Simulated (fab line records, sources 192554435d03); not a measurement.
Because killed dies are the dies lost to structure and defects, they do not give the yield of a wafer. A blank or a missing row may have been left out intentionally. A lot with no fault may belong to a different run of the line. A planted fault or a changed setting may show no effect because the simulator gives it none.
Chamber matching | flow n5 finfet | N5_ZERO_LAYER_ETCH_18 on rie si-01 has 4 sister chambers
The step etches Si in HBr/Cl2, target depth 120 nm, time 40 s. 14 wafers are shown with their chamber, then 7 later ones without.

## WAFERS, EACH WITH ITS CHAMBER
wafer  | chamber | oes product au (a.u.)
L515.1 | 1       | 0.993
L515.4 | 1       | 0.995
L515.6 | 3       | 0.984
L527.2 | 1       | 1.001
L527.3 | 0       | 1.005
L527.4 | 3       | 0.967
L528.1 | 3       | 0.973
L528.2 | 1       | 0.997
L528.6 | 0       | 1.000
L530.1 | 1       | 0.991
L530.2 | 0       | 1.003
L530.4 | 2       | 0.991
L532.3 | 1       | 1.003
L532.4 | 3       | 0.977

SIGNATURES (averages over the wafers above)
reading        | chamber 0 | chamber 1 | chamber 2 | chamber 3 | scatter within a chamber
oes product au | 1.00267   | 0.99667   | 0.99100   | 0.97525   | 0.00522
Rule: a wafer lies at a distance from a chamber equal to the root of the sum of squares, over the readings, of (its reading less the chamber's mean, divided by the reading's scatter). If the next closest chamber is less than 2 further off than the closest, the wafer can't be placed; otherwise it belongs to the closest. The scatter: take each reading less its chamber's mean, square it, sum over the shown wafers, divide by the number of wafers less the number of chambers, and take the root.

## WAFERS MISSING THEIR CHAMBER
wafer  | oes product au (a.u.)
L532.5 | 0.980
L533.2 | 0.995
L533.3 | 0.998
L533.5 | 0.988
L538.4 | 1.009
L538.5 | 0.966
L538.6 | 0.994

## EACH ONE'S CHAMBER
wafer  | from the rows above          | in truth
L532.5 | can't be placed: 3 or 2      | 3
L533.2 | can't be placed: 1 or 2 or 0 | 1
L533.3 | can't be placed: 1 or 0 or 2 | 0
L533.5 | can't be placed: 2 or 1 or 3 | 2
L538.4 | can't be placed: 0 or 1      | 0
L538.5 | 3                            | 3
L538.6 | can't be placed: 1 or 2 or 0 | 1
1 of 7 placed correctly. Unplaceable from these rows: 6, with the true chamber sitting among the candidates in 6. 0 placed wrongly.
